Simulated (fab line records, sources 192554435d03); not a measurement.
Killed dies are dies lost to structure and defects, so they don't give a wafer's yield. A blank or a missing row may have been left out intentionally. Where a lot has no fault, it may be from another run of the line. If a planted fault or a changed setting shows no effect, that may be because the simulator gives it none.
fab line records -- flow n5Finfet
record lots=7, wafers=21
route steps=1938 shown BEOL_M0_SAQP@663 BEOL_M1@770 BEOL_M2@879 BEOL_M3@972 BEOL_M5@1116
startH: the number of hours between the record's first day and the start of the first shown wafer of the lot -- waitH: hours elapsed since this lot's preceding step -- " same as the row above -- L1.1+2: several wafers, shown together as one row -- - no value present, or no start provided -- * or withheld: withheld -- < > ~ a bound
route shown NAME@n: names a module that has steps shown in the file, with the first one's number in the route -- usual: mean/standard deviation of fault-free wafers -- same: alike in all rows -- chamber/n: place in a boat -- sites: each site's reading -- _std_site: the values' standard deviation -- _edge_site: inner sites' mean taken away from outer sites' mean -- radiusMm: for every site, how far away it sits from the centre of the wafer -- mask NAME#n: copy n -- behind: tool/chamber where the wafer was last shaped -- hold: cause of the lot's hold/its duration in hours/its outcome -- device: which transistor (n, p or np) failed to switch -- end of line: at the end of the route, the tests of the same wafers -- a step without rows: its recipe alone -- killed: count of dies lost to structure and defects at first sort (not the wafer's yield) -- map: shows each die of a wafer: x if killed, . if not, _ if none is there
set.NAME: the run value of the setting; set.NAME@STEP: its run value at that earlier step -- model.NAME: the simulator's own value behind a step, which no gauge read
lots where settings were altered on purpose, with a table for each step and a row for each wafer
## steps
# step N5_BEOL_M0_SAQP_SPACER1_ALD_98
# recipe material=SiO2, targetThkA=128, tempC=300, aldPrecursorFamily=BDEAS, aldCoReactant=O2-plasma, pulseTimeS=1, purgeTimeS=2, coReactantPurgeTimeS=2, aldCycles=138, pressureTorr=2
lot.wafer,tool,chamber,startH,waitH,set.aldCycles,model.SiO2_of_BEOL_M0_SAQP_SPACER1_ALD_98.thkNm
L078.1+5,aldSin-02,2,129.03,0.3,138,12.8
L078.4,aldSin-02,1,129.03,0.3,138,12.6
L079.1+6,aldSin-02,"3,2",134.85,0.3,138,12.8
L079.2,aldSin-02,1,134.85,0.3,148,13.8
L080.1+2+3,aldSin-03,"3,1,2",146.97,0.3,138,12.8
L082.2+4+6,aldSin-03,"2,3,3",156.38,0.3,138,12.8
L083.1+5+6,aldSin-03,"3,0,3",169.79,0.8,138,12.8
L085.4+5+6,aldSin-01,"3,3,0",176.52,0.1,124,11.6
L097.2,aldSin-02,1,248.17,0.3,138,12.8
L097.3,aldSin-02,3,248.17,0.3,122,11.2
L097.5,aldSin-02,2,248.17,0.3,122,11.4
# step N5_BEOL_M0_SAQP_SPACER1_ETCHBACK_99
# recipe chemistry=CHF3/O2, mode=anisotropicEtchback, target=SiO2, targetDepthA=154, timeS=7.7, pressureMtorr=30, sourceW=650, biasW=170, Ar_flow_sccm=200, CHF3_flow_sccm=50, O2_flow_sccm=5, ionEnergyEv=200
# step N5_BEOL_M0_SAQP_MANDREL1_REMOVE_100
# recipe chemistry=HBr/Cl2/O2, btTimeS=10, target=a-Si, stopOn=SiNx, endpoint=OES-SiCl, overEtchFrac=0.85, icpW=600, biasW=30, HBr_flow_sccm=150, Cl2_flow_sccm=80, O2_flow_sccm=5, pressureMtorr=10
lot.wafer,tool,chamber,startH,waitH,set.aldCycles@BEOL_M0_SAQP_SPACER1_ALD_98,model.SiO2_of_BEOL_M0_SAQP_SPACER1_ALD_98.thkNm,model.BEOL_M0_SAQP.cdNm
L078.1+5,rieSi-04,1,129.77,0.1,138,7.4,12.8
L078.4,rieSi-04,3,129.77,0.1,138,7.4,12.6
L079.1+6,rieSi-05,3,135.41,0.1,138,7.4,12.8
L079.2,rieSi-05,0,135.41,0.1,148,8.4,14
L080.1+2+3,rieSi-06,"2,1,0",147.53,0.1,138,7.4,12.8
L082.2,rieSi-04,1,157.04,0.1,138,7.4,12.6
L082.4+6,rieSi-04,"3,2",157.04,0.1,138,7.4,12.8
L083.1,rieSi-06,3,170.36,0.1,138,7.4,12.6
L083.5,rieSi-06,1,170.36,0.1,138,7.6,12.8
L083.6,rieSi-06,0,170.36,0.1,138,7.4,12.8
L085.4+5+6,rieSi-04,"1,2,1",177.09,0.1,124,6.2,11.6
L097.2,rieSi-06,3,248.73,0.1,138,7.6,13
L097.3+5,rieSi-06,"0,1",248.73,0.1,122,6,11.4
# step N5_BEOL_M0_SAQP_CD_MEAS_25
# recipe targetCdNm=13.1, landingEnergyEv=1000, detector=seInlens
# usual cdNm=12.79/0.21
lot.wafer,tool,chamber,startH,waitH,set.aldCycles@BEOL_M0_SAQP_SPACER1_ALD_98,cdNm
L078.1,cdSem-03,0,129.88,0.1,138,13.03
L078.4,cdSem-03,0,129.88,0.1,138,12.47
L078.5,cdSem-03,0,129.88,0.1,138,12.51
L079.1,cdSem-02,0,135.52,0.1,138,12.55
L079.2,cdSem-02,0,135.52,0.1,148,13.88
L079.6,cdSem-02,0,135.52,0.1,138,12.69
L080.1,cdSem-02,0,147.64,0.1,138,12.69
L080.2,cdSem-02,0,147.64,0.1,138,12.74
L080.3,cdSem-02,0,147.64,0.1,138,12.99
L082.2,cdSem-02,0,157.16,0.1,138,12.81
L082.4,cdSem-02,0,157.16,0.1,138,12.92
L082.6,cdSem-02,0,157.16,0.1,138,12.56
L083.1,cdSem-01,0,170.47,0.1,138,12.53
L083.5,cdSem-01,0,170.47,0.1,138,12.77
L083.6,cdSem-01,0,170.47,0.1,138,12.92
L085.4,cdSem-01,0,177.20,0.1,124,11.74
L085.5,cdSem-01,0,177.20,0.1,124,11.67
L085.6,cdSem-01,0,177.20,0.1,124,11.05
L097.2,cdSem-01,0,248.84,0.1,138,12.95
L097.3,cdSem-01,0,248.84,0.1,122,10.99
L097.5,cdSem-01,0,248.84,0.1,122,11.46
# step N5_BEOL_M1_ETCH_64
# recipe chemistry=N2/H2, target=SOC, targetDepthA=750, overetchA=150, maskMaterial=SiARC, tempC=40, timeS=112.5, ionEnergyEv=200, pressureMtorr=30, sourceW=840, biasW=150, n2FlowSccm=200, h2FlowSccm=200
# usual rfVppV=523.6/2.3
lot.wafer,tool,chamber,startH,waitH,set.sourceW,rfVppV
L078.1,rieDiel-05,2,140.37,0.0,840,527.9
L078.4,rieDiel-05,0,140.37,0.0,840,525.1
L078.5,rieDiel-05,2,140.37,0.0,840,526.7
L079.1,rieDiel-04,0,145.99,0.0,886.6,512.9
L079.2,rieDiel-04,3,145.99,0.0,840,523.4
L079.6,rieDiel-04,1,145.99,0.0,840,527.6
L080.1,rieDiel-04,2,160.11,0.0,840,523.4
L080.2,rieDiel-04,1,160.11,0.0,840,525.7
L080.3,rieDiel-04,0,160.11,0.0,840,520.0
L082.2,rieDiel-04,1,168.29,0.0,773.5,540.0
L082.4,rieDiel-04,3,168.29,0.0,840,523.5
L082.6,rieDiel-04,1,168.29,0.0,840,524.9
L083.1,rieDiel-05,1,179.46,0.0,728.8,551.9
L083.5,rieDiel-05,0,179.46,0.0,728.8,551.1
L083.6,rieDiel-05,1,179.46,0.0,840,527.0
L085.4,rieDiel-02,2,187.90,0.0,840,527.4
L085.5,rieDiel-02,2,187.90,0.0,881.1,517.8
L085.6,rieDiel-02,1,187.90,0.0,881.1,513.3
L097.2,rieDiel-04,1,260.28,0.0,753.4,543.1
L097.3,rieDiel-04,2,260.28,0.0,840,523.8
L097.5,rieDiel-04,1,260.28,0.0,753.4,546.0
# step N5_BEOL_M1_COAT_67
# recipe resist=SOC, tempC=250, timeS=60, spinRpm=1500, resistThkNm=60
lot.wafer,tool,chamber,startH,waitH,set.spinRpm,model.SOC_of_BEOL_M1_COAT_67.thkNm
L078.1+5,lithoTrack-04,0,140.76,0.0,1500,60
L078.4,lithoTrack-04,0,140.76,0.0,1439,61.2
L079.1,lithoTrack-04,0,146.38,0.0,1500,59.8
L079.2+6,lithoTrack-04,0,146.38,0.0,1500,60
L080.1+2+3,lithoTrack-05,0,160.49,0.0,1500,60.2
L082.2,lithoTrack-04,0,168.68,0.0,1500,60
L082.4,lithoTrack-04,0,168.68,0.0,1403,62.2
L082.6,lithoTrack-04,0,168.68,0.0,1403,62
L083.1,lithoTrack-01,0,180.03,0.0,1557,58.8
L083.5,lithoTrack-01,0,180.03,0.0,1500,60
L083.6,lithoTrack-01,0,180.03,0.0,1500,60.2
L085.4,lithoTrack-01,0,188.29,0.0,1500,60
L085.5,lithoTrack-01,0,188.29,0.0,1345,63.4
L085.6,lithoTrack-01,0,188.29,0.0,1500,60.2
L097.2,lithoTrack-01,0,260.67,0.0,1500,60.4
L097.3+5,lithoTrack-01,0,260.67,0.0,1500,60.2
# step N5_BEOL_M1_COAT_68
# recipe resist=SiARC, tempC=220, timeS=60, spinRpm=1500, resistThkNm=12
# step N5_BEOL_M1_COAT_76
# recipe resist=underlayer, tempC=205, timeS=60, spinRpm=1500, resistThkNm=5
# step N5_BEOL_M1_ALD_98
# recipe material=SiO2, targetThkA=25, tempC=100, aldPrecursorFamily=BDEAS, aldCoReactant=O2-plasma, pulseTimeS=1, coReactantPulseTimeS=1, purgeTimeS=2, coReactantPurgeTimeS=2, aldCycles=17, pressureTorr=2
# step N5_BEOL_M1_ETCHBACK_99
# recipe chemistry=CHF3, target=SiO2, targetDepthA=50, timeS=10.4, sourceW=215, biasW=47, Ar_flow_sccm=200, CHF3_flow_sccm=12, ionEnergyEv=100, pressureMtorr=30
# step N5_BEOL_M1_ETCH_70
# recipe chemistry=N2/H2, target=SOC, targetDepthA=800, overetchA=160, maskMaterial=SiARC, tempC=40, timeS=120, ionEnergyEv=200, pressureMtorr=30, sourceW=840, biasW=150, n2FlowSccm=200, h2FlowSccm=200
lot.wafer,tool,chamber,startH,waitH,set.spinRpm@BEOL_M1_COAT_67,model.etch.depthNm
L078.1,rieDiel-02,1,142.02,0.0,1500,59.92
L078.4,rieDiel-02,0,142.02,0.0,1439,61.17
L078.5,rieDiel-02,1,142.02,0.0,1500,60.01
L079.1,rieDiel-04,2,147.93,0.0,1500,59.9
L079.2,rieDiel-04,3,147.93,0.0,1500,60.08
L079.6,rieDiel-04,2,147.93,0.0,1500,59.97
L080.1,rieDiel-04,0,166.83,0.0,1500,60.23
L080.2,rieDiel-04,2,166.83,0.0,1500,60.16
L080.3,rieDiel-04,1,166.83,0.0,1500,60.14
L082.2,rieDiel-04,2,170.19,0.0,1500,60.03
L082.4,rieDiel-04,3,170.19,0.0,1403,62.2
L082.6,rieDiel-04,3,170.19,0.0,1403,61.94
L083.1,rieDiel-02,1,181.04,0.0,1557,58.81
L083.5,rieDiel-02,0,181.04,0.0,1500,59.93
L083.6,rieDiel-02,3,181.04,0.0,1500,60.2
L085.4,rieDiel-05,1,193.71,0.0,1500,59.96
L085.5,rieDiel-05,1,193.71,0.0,1345,63.36
L085.6,rieDiel-05,2,193.71,0.0,1500,60.1
L097.2,rieDiel-05,1,262.56,0.0,1500,60.4
L097.3,rieDiel-05,2,262.56,0.0,1500,60.23
L097.5,rieDiel-05,0,262.56,0.0,1500,60.25
# step N5_BEOL_M2_DESCUM_33
# recipe chemistry=O2, timeS=7, sourcePowerW=50, biasPowerW=20, pressureMtorr=20, rfFrequencyHz=2.712e+07, tempC=40, resist=CAR-EUV, o2FlowSccm=225
lot.wafer,tool,chamber,startH,waitH,set.timeS,model.CAR-EUV_of_BEOL_M2_COAT_22.thkNm
L078.1+4,rieDiel-01,"3,0",150.04,0.0,7,26
L078.5,rieDiel-01,3,150.04,0.0,8.496,25.2
L079.1,rieDiel-01,0,156.49,0.0,7,26
L079.2,rieDiel-01,2,156.49,0.0,8.37,25.4
L079.6,rieDiel-01,2,156.49,0.0,7,26.2
L080.1+2+3,rieDiel-01,"0,2,3",173.99,0.0,7,26.2
L082.2,rieDiel-01,1,179.77,0.0,7,26.2
L082.4,rieDiel-01,0,179.77,0.0,6.187,26.4
L082.6,rieDiel-01,2,179.77,0.0,6.187,26.6
L083.1+5+6,rieDiel-03,"2,3,2",188.08,0.2,7,26.2
L085.4,rieDiel-01,2,200.53,0.0,7,26.2
L085.5,rieDiel-01,3,200.53,0.0,7.962,25.6
L085.6,rieDiel-01,0,200.53,0.0,7,26
L097.2,rieDiel-06,1,268.80,0.0,7,26
L097.3+5,rieDiel-06,"0,3",268.80,0.0,7,26.2
# step N5_BEOL_M2_ETCH_77
# recipe chemistry=N2/H2, target=underlayer, targetDepthA=65, maskMaterial=CAR-EUV, timeS=5.2, ionEnergyEv=200, pressureMtorr=30, sourceW=840, biasW=150, n2FlowSccm=200, h2FlowSccm=200, ends=cleared
lot.wafer,tool,chamber,startH,waitH,set.timeS@BEOL_M2_DESCUM_33,model.CAR-EUV_of_BEOL_M2_COAT_22.thkNm
L078.1+4,rieDiel-01,"3,0",150.07,0.0,7,20.4
L078.5,rieDiel-01,3,150.07,0.0,8.496,19.6
L079.1+6,rieDiel-01,"0,2",156.52,0.0,7,20.4
L079.2,rieDiel-01,2,156.52,0.0,8.37,19.6
L080.1+2+3,rieDiel-01,"0,2,3",174.03,0.0,7,20.4
L082.2,rieDiel-01,1,179.80,0.0,7,20.4
L082.4+6,rieDiel-01,"0,2",179.80,0.0,6.187,20.8
L083.1+5+6,rieDiel-03,"2,3,2",188.12,0.0,7,20.4
L085.4+6,rieDiel-01,"2,0",200.57,0.0,7,20.4
L085.5,rieDiel-01,3,200.57,0.0,7.962,19.8
L097.2+3+5,rieDiel-06,"1,0,3",268.84,0.0,7,20.4
# step N5_BEOL_M2_ETCH_69
# recipe chemistry=CF4, target=SiARC, targetDepthA=156, maskMaterial=CAR-EUV, timeS=26, ionEnergyEv=80, pressureMtorr=40, sourceW=545, biasW=36, Ar_flow_sccm=100, cf4FlowSccm=100, ends=cleared
lot.wafer,tool,chamber,startH,waitH,set.biasW,set.timeS@BEOL_M2_DESCUM_33,model.CAR-EUV_of_BEOL_M2_COAT_22.thkNm
L078.1+4,rieDiel-01,"3,0",150.09,0.0,41.61,7,11.2
L078.5,rieDiel-01,3,150.09,0.0,41.61,8.496,10.4
L079.1,rieDiel-01,0,156.54,0.0,36,7,11.2
L079.2,rieDiel-01,2,156.54,0.0,36,8.37,10.4
L079.6,rieDiel-01,2,156.54,0.0,33.98,7,11.2
L080.1+2+3,rieDiel-01,"0,2,3",174.04,0.0,36,7,11.2
L082.2,rieDiel-01,1,179.82,0.0,36,7,11.2
L082.4+6,rieDiel-01,"0,2",179.82,0.0,36,6.187,11.6
L083.1+5+6,rieDiel-03,"2,3,2",188.13,0.0,36,7,11.2
L085.4,rieDiel-01,2,200.58,0.0,36,7,11
L085.5,rieDiel-01,3,200.58,0.0,36,7.962,10.6
L085.6,rieDiel-01,0,200.58,0.0,36,7,11.2
L097.2+3+5,rieDiel-06,"1,0,3",268.85,0.0,36,7,11.2
# step N5_BEOL_M2_ALD_98
# recipe material=SiO2, targetThkA=25, tempC=100, aldPrecursorFamily=BDEAS, aldCoReactant=O2-plasma, pulseTimeS=1, coReactantPulseTimeS=1, purgeTimeS=2, coReactantPurgeTimeS=2, aldCycles=17, pressureTorr=2
# step N5_BEOL_M2_ETCHBACK_99
# recipe chemistry=CHF3, target=SiO2, targetDepthA=50, timeS=10.4, sourceW=215, biasW=47, Ar_flow_sccm=200, CHF3_flow_sccm=12, ionEnergyEv=100, pressureMtorr=30
lot.wafer,tool,chamber,startH,waitH,set.timeS@BEOL_M2_DESCUM_33,model.CAR-EUV_of_BEOL_M2_COAT_22.thkNm
L078.1+4,rieDiel-06,"3,0",151.13,0.9,7,10.4
L078.5,rieDiel-06,1,151.13,0.9,8.496,9.6
L079.1+6,rieDiel-01,"2,1",160.41,3.5,7,10.4
L079.2,rieDiel-01,3,160.41,3.5,8.37,9.8
L080.1+2+3,rieDiel-03,"0,1,2",175.70,1.5,7,10.4
L082.2,rieDiel-03,0,181.48,1.1,7,10.4
L082.4+6,rieDiel-03,3,181.48,1.1,6.187,10.8
L083.1+6,rieDiel-03,2,197.72,9.2,7,10.6
L083.5,rieDiel-03,3,197.72,9.2,7,10.4
L085.4+6,rieDiel-03,"2,3",200.79,0.1,7,10.4
L085.5,rieDiel-03,0,200.79,0.1,7.962,10
L097.2+5,rieDiel-03,"2,3",272.75,2.1,7,10.6
L097.3,rieDiel-03,3,272.75,2.1,7,10.4
# step N5_BEOL_M3_ALD_98
# recipe material=SiO2, targetThkA=25, tempC=100, aldPrecursorFamily=BDEAS, aldCoReactant=O2-plasma, pulseTimeS=1, coReactantPulseTimeS=1, purgeTimeS=2, coReactantPurgeTimeS=2, aldCycles=17, pressureTorr=2
lot.wafer,tool,chamber,startH,waitH,set.aldCycles,model.SiO2_of_BEOL_M3_ALD_98.thkNm
L078.1+4,aldSin-01,"3,2",159.56,0.5,15,2.2
L078.5,aldSin-01,1,159.56,0.5,17,2.4
L079.1+2,aldSin-01,"2,1",168.74,0.1,19,2.8
L079.6,aldSin-01,0,168.74,0.1,17,2.6
L080.1+2+3,aldSin-04,"1,2,0",184.24,1.4,17,2.4
L082.2+6,aldSin-03,"2,1",191.39,0.3,15,2.2
L082.4,aldSin-03,0,191.39,0.3,17,2.6
L083.1,aldSin-01,3,204.21,0.1,17,2.4
L083.5+6,aldSin-01,"3,1",204.21,0.1,16,2.4
L085.4,aldSin-01,0,207.58,0.2,15,2.2
L085.5,aldSin-01,1,207.58,0.2,17,2.4
L085.6,aldSin-01,3,207.58,0.2,17,2.6
L097.2+3+5,aldSin-01,"3,1,1",280.51,0.1,15,2.2
# step N5_BEOL_M3_ETCH_41
# recipe chemistry=CH3F/O2, target=SiCN, targetDepthA=299, taperDeg=2, timeS=52.5, ionEnergyEv=120, maskMaterial=TiN, pressureMtorr=30, sourceW=395, biasW=75, Ar_flow_sccm=150, CH3F_flow_sccm=30, O2_flow_sccm=20
lot.wafer,tool,chamber,startH,waitH,set.targetDepthA,model.etch.depthNm
L078.1,rieDiel-02,1,-,-,278.9,18.68
L078.4,rieDiel-02,3,-,-,299,19.8
L078.5,rieDiel-02,2,-,-,299,19.7
L079.1,rieDiel-02,3,-,-,269.9,17.73
L079.2,rieDiel-02,2,-,-,299,19.54
L079.6,rieDiel-02,3,-,-,269.9,17.68
L080.1,rieDiel-02,1,-,-,299,19.85
L080.2,rieDiel-02,0,-,-,299,19.91
L080.3,rieDiel-02,3,-,-,299,19.86
L082.2,rieDiel-04,0,-,-,299,19.66
L082.4,rieDiel-04,2,-,-,316.3,21.02
L082.6,rieDiel-04,0,-,-,299,19.92
L083.1,rieDiel-02,1,-,-,299,19.8
L083.5,rieDiel-02,3,-,-,299,19.71
L083.6,rieDiel-02,2,-,-,299,19.67
L085.4,rieDiel-04,0,-,-,299,19.51
L085.5,rieDiel-04,3,-,-,270.5,17.96
L085.6,rieDiel-04,2,-,-,270.5,17.85
L097.2,rieDiel-02,1,-,-,299,19.88
L097.3,rieDiel-02,1,-,-,331,21.95
L097.5,rieDiel-02,2,-,-,331,21.74
# step N5_BEOL_M5_HM_DEP_02
# recipe material=TiN, targetThkA=200, tempC=25, chamberPressurePa=0.49996
lot.wafer,tool,chamber,startH,waitH,set.targetThkA,model.TiN_of_BEOL_M5_HM_DEP_02.thkNm
L078.1+4,pvdSputter-03,-,185.35,1.1,216.6,21.4
L078.5,pvdSputter-03,-,185.35,1.1,200,19.8
L079.1+6,pvdSputter-03,-,185.45,1.0,200,19.8
L079.2,pvdSputter-03,-,185.45,1.0,222.7,22.2
L080.1,pvdSputter-03,-,204.19,0.4,200,20
L080.2,pvdSputter-03,-,204.19,0.4,200,19.8
L080.3,pvdSputter-03,-,204.19,0.4,200,20.2
L082.2,pvdSputter-01,-,209.73,0.6,188.1,18.8
L082.4,pvdSputter-01,-,209.73,0.6,200,20.2
L082.6,pvdSputter-01,-,209.73,0.6,188.1,19
L083.1+6,pvdSputter-01,-,225.44,0.1,200,20.2
L083.5,pvdSputter-01,-,225.44,0.1,200,20.4
L085.4,pvdSputter-02,-,227.33,0.4,175.4,17.8
L085.5,pvdSputter-02,-,227.33,0.4,200,20.4
L085.6,pvdSputter-02,-,227.33,0.4,175.4,18
L097.2,pvdSputter-03,-,300.74,0.6,200,20
L097.3,pvdSputter-03,-,300.74,0.6,173.1,17.4
L097.5,pvdSputter-03,-,300.74,0.6,173.1,17.2
# step N5_BEOL_M5_COAT_71
# recipe resist=underlayer, tempC=205, timeS=60, spinRpm=1500, resistThkNm=5
lot.wafer,tool,chamber,startH,waitH,set.spinRpm
L078.1+4+5,lithoTrack-04,0,-,-,1605
L079.1+2,lithoTrack-02,0,-,-,1622
L079.6,lithoTrack-02,0,-,-,1500
L080.1+2+3,lithoTrack-02,0,-,-,1500
L082.2+4,lithoTrack-03,0,-,-,1500
L082.6,lithoTrack-03,0,-,-,1426
L083.1,lithoTrack-03,0,-,-,1500
L083.5+6,lithoTrack-03,0,-,-,1457
L085.4+5+6,lithoTrack-03,0,-,-,1500
L097.2+3,lithoTrack-03,0,-,-,1589
L097.5,lithoTrack-03,0,-,-,1500
# step N5_BEOL_M5_COAT_05
# recipe resist=CAR-EUV, spinRpm=1500, resistThkNm=30
# step N5_BEOL_M5_EBR_07
# recipe solvent=PGMEA, ebrWidthMm=1.5
# step N5_BEOL_M5_DESCUM_16
# recipe chemistry=O2, timeS=7, sourcePowerW=50, biasPowerW=20, pressureMtorr=20, rfFrequencyHz=2.712e+07, tempC=40, resist=CAR-EUV, o2FlowSccm=225
# step N5_BEOL_M5_ETCH_72
# recipe chemistry=N2/H2, target=underlayer, targetDepthA=65, maskMaterial=CAR-EUV, timeS=5.2, ionEnergyEv=200, pressureMtorr=30, sourceW=840, biasW=150, n2FlowSccm=200, h2FlowSccm=200, ends=cleared
lot.wafer,tool,chamber,startH,waitH,set.spinRpm@BEOL_M5_COAT_71,model.etch.depthNm
L078.1,rieDiel-02,0,186.03,0.0,1605,4.82
L078.4,rieDiel-02,1,186.03,0.0,1605,4.808
L078.5,rieDiel-02,0,186.03,0.0,1605,4.837
L079.1,rieDiel-05,3,186.19,0.0,1622,4.796
L079.2,rieDiel-05,0,186.19,0.0,1622,4.807
L079.6,rieDiel-05,3,186.19,0.0,1500,4.976
L080.1,rieDiel-02,3,204.75,0.0,1500,5.015
L080.2,rieDiel-02,0,204.75,0.0,1500,5.018
L080.3,rieDiel-02,2,204.75,0.0,1500,5.02
L082.2,rieDiel-04,0,210.49,0.0,1500,4.986
L082.4,rieDiel-04,0,210.49,0.0,1500,4.997
L082.6,rieDiel-04,2,210.49,0.0,1426,5.127
L083.1,rieDiel-02,3,225.99,0.0,1500,4.97
L083.5,rieDiel-02,1,225.99,0.0,1457,5.058
L083.6,rieDiel-02,2,225.99,0.0,1457,5.065
L085.4,rieDiel-04,3,228.00,0.0,1500,4.989
L085.5,rieDiel-04,0,228.00,0.0,1500,4.963
L085.6,rieDiel-04,3,228.00,0.0,1500,4.992
L097.2,rieDiel-05,1,301.41,0.0,1589,4.836
L097.3,rieDiel-05,3,301.41,0.0,1589,4.853
L097.5,rieDiel-05,1,301.41,0.0,1500,4.998
# step N5_BEOL_M5_ETCH_61
# recipe chemistry=CF4, target=SiARC, targetDepthA=156, maskMaterial=CAR-EUV, timeS=26, ionEnergyEv=80, pressureMtorr=40, sourceW=545, biasW=36, Ar_flow_sccm=100, cf4FlowSccm=100, ends=cleared
# step N5_BEOL_M5_ETCH_62
# recipe chemistry=N2/H2, target=SOC, targetDepthA=750, overetchA=150, maskMaterial=SiARC, tempC=40, timeS=112.5, ionEnergyEv=200, pressureMtorr=30, sourceW=840, biasW=150, n2FlowSccm=200, h2FlowSccm=200
# step N5_BEOL_M5_STRIP_73
# recipe chemistry=N2/H2, tempC=40, n2FlowSccm=200, h2FlowSccm=200, rfFrequencyHz=6e+07
# step N5_BEOL_M5_STRIP_64
# recipe chemistry=CF4, resist=SiARC, powerW=300, biasPowerW=75, pressureMtorr=50, cf4FlowSccm=150, rfFrequencyHz=6e+07
# step N5_BEOL_M5_HM_OPEN_17
# recipe chemistry=Cl2/BCl3, targetDepthA=200, overetchA=60, target=TiN, maskMaterial=SOC, ionEnergyEv=150, pressureMtorr=10, icpW=1000, biasW=126, Cl2_flow_sccm=53.25, bcl3FlowSccm=21.75, Ar_flow_sccm=25
lot.wafer,tool,chamber,startH,waitH,set.targetThkA@BEOL_M5_HM_DEP_02,model.etch.depthNm
L078.1,rieMetal-02,0,186.24,0.0,216.6,21.4
L078.4,rieMetal-02,0,186.24,0.0,216.6,21.33
L078.5,rieMetal-02,0,186.24,0.0,200,19.76
L079.1,rieMetal-03,0,186.40,0.0,200,19.83
L079.2,rieMetal-03,1,186.40,0.0,222.7,22.1
L079.6,rieMetal-03,0,186.40,0.0,200,19.81
L080.1,rieMetal-01,0,204.96,0.0,200,20.08
L080.2,rieMetal-01,1,204.96,0.0,200,19.89
L080.3,rieMetal-01,0,204.96,0.0,200,20.12
L082.2,rieMetal-01,1,210.74,0.1,188.1,18.87
L082.4,rieMetal-01,1,210.74,0.1,200,20.19
L082.6,rieMetal-01,1,210.74,0.1,188.1,18.93
L083.1,rieMetal-03,0,226.21,0.0,200,20.18
L083.5,rieMetal-03,0,226.21,0.0,200,20.34
L083.6,rieMetal-03,1,226.21,0.0,200,20.26
L085.4,rieMetal-03,1,228.24,0.1,175.4,17.79
L085.5,rieMetal-03,1,228.24,0.1,200,20.41
L085.6,rieMetal-03,0,228.24,0.1,175.4,18.01
L097.2,rieMetal-01,1,301.63,0.0,200,19.9
L097.3,rieMetal-01,1,301.63,0.0,173.1,17.31
L097.5,rieMetal-01,1,301.63,0.0,173.1,17.17
## key
split step=N5_BEOL_M0_SAQP_SPACER1_ALD_98, setting=aldCycles, stated=138, by=wafer
response step=N5_BEOL_M0_SAQP_SPACER1_ALD_98, reading=model.SiO2_of_BEOL_M0_SAQP_SPACER1_ALD_98.thkNm, change=+0.132, per=1%, r=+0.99
response step=N5_BEOL_M0_SAQP_MANDREL1_REMOVE_100, reading=model.SiO2_of_BEOL_M0_SAQP_SPACER1_ALD_98.thkNm, change=+0.138, per=1%, r=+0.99
response step=N5_BEOL_M0_SAQP_MANDREL1_REMOVE_100, reading=model.BEOL_M0_SAQP.cdNm, change=+0.146, per=1%, r=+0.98
response step=N5_BEOL_M0_SAQP_CD_MEAS_25, reading=cdNm, change=+0.156, per=1%, r=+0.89
split step=N5_BEOL_M1_ETCH_64, setting=sourceW, stated=840, by=wafer
response step=N5_BEOL_M1_ETCH_64, reading=rfVppV, change=-1.98, per=1%, r=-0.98
split step=N5_BEOL_M1_COAT_67, setting=spinRpm, stated=1500, by=wafer
response step=N5_BEOL_M1_COAT_67, reading=model.SOC_of_BEOL_M1_COAT_67.thkNm, change=-0.32, per=1%, r=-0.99
response step=N5_BEOL_M1_ETCH_70, reading=model.etch.depthNm, change=-0.319, per=1%, r=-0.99
split step=N5_BEOL_M2_DESCUM_33, setting=timeS, stated=7, by=wafer
response step=N5_BEOL_M2_DESCUM_33, reading=model.CAR-EUV_of_BEOL_M2_COAT_22.thkNm, change=-0.0354, per=1%, r=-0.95
response step=N5_BEOL_M2_ETCH_77, reading=model.CAR-EUV_of_BEOL_M2_COAT_22.thkNm, change=-0.0392, per=1%, r=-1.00
response step=N5_BEOL_M2_ETCH_69, reading=model.CAR-EUV_of_BEOL_M2_COAT_22.thkNm, change=-0.038, per=1%, r=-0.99
response step=N5_BEOL_M2_ETCHBACK_99, reading=model.CAR-EUV_of_BEOL_M2_COAT_22.thkNm, change=-0.0335, per=1%, r=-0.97
split step=N5_BEOL_M2_ETCH_69, setting=biasW, stated=36, by=wafer
response none clear
split step=N5_BEOL_M3_ALD_98, setting=aldCycles, stated=17, by=wafer
response step=N5_BEOL_M3_ALD_98, reading=model.SiO2_of_BEOL_M3_ALD_98.thkNm, change=+0.022, per=1%, r=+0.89
split step=N5_BEOL_M3_ETCH_41, setting=targetDepthA, stated=299, by=wafer
response step=N5_BEOL_M3_ETCH_41, reading=model.etch.depthNm, change=+0.181, per=1%, r=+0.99
split step=N5_BEOL_M5_HM_DEP_02, setting=targetThkA, stated=200, by=wafer
response step=N5_BEOL_M5_HM_DEP_02, reading=model.TiN_of_BEOL_M5_HM_DEP_02.thkNm, change=+0.204, per=1%, r=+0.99
response step=N5_BEOL_M5_HM_OPEN_17, reading=model.etch.depthNm, change=+0.201, per=1%, r=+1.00
split step=N5_BEOL_M5_COAT_71, setting=spinRpm, stated=1500, by=wafer
response step=N5_BEOL_M5_ETCH_72, reading=model.etch.depthNm, change=-0.0244, per=1%, r=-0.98
